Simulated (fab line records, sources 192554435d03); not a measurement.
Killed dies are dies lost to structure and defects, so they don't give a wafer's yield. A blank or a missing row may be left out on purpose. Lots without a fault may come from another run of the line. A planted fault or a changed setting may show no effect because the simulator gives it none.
Chamber matching | flow n5_finfet | N5_BEOL_M14_ILD_DEP_00 on pecvd-01: 3 sister chambers
The step deposits SiO2 from TEOS/O2, target thk 1119.3 nm, time 237.4 s. 6 wafers are shown with their chamber, then 10 later ones without.

WAFERS WITH THEIR CHAMBER
wafer  | chamber | throttle_valve_pct (%) | showerhead_plenum_p_Torr (Torr)
L078.4 | 1       | 20.4                   | 8.40
L080.3 | 1       | 20.1                   | 8.42
L087.3 | 0       | 18.2                   | 8.35
L087.5 | 2       | 18.3                   | 8.27
L094.1 | 2       | 18.0                   | 8.28
L094.2 | 0       | 18.1                   | 8.35

WAFERS WITHOUT THEIR CHAMBER
wafer  | throttle_valve_pct (%) | showerhead_plenum_p_Torr (Torr)
L094.3 | 20.1                   | 8.43
L094.4 | 18.4                   | 8.30
L094.5 | 20.0                   | 8.44
L094.6 | 18.0                   | 8.35
L097.2 | 18.4                   | 8.35
L097.3 | 20.2                   | 8.40
L097.5 | 20.2                   | 8.44
L096.3 | 20.4                   | 8.40
L096.4 | 17.8                   | 8.34
L096.5 | 18.5                   | 8.29

WHICH CHAMBER EACH WENT THROUGH
wafer  | from the rows above | in truth
L094.3 | 1                   | 1
L094.4 | 2                   | 2
L094.5 | 1                   | 1
L094.6 | 0                   | 0
L097.2 | 0                   | 0
L097.3 | 1                   | 1
L097.5 | 1                   | 1
L096.3 | 1                   | 1
L096.4 | 0                   | 0
L096.5 | 2                   | 2
Placed correctly: 10 of 10. Can't be placed from these rows: 0. Placed wrongly: 0.
How it was worked out, from the rows above alone: a wafer's distance from a chamber is the root of the sum, over the readings, of the square of ((its reading less the chamber's mean) divided by the reading's scatter). The wafer belongs to the nearest chamber; if the next one is less than 2 further off, it can't be placed. A chamber's mean is the mean of its shown wafers. The scatter: the root of (the sum of the squares of (reading less its chamber's mean) over the shown wafers, divided by (wafers less chambers)).
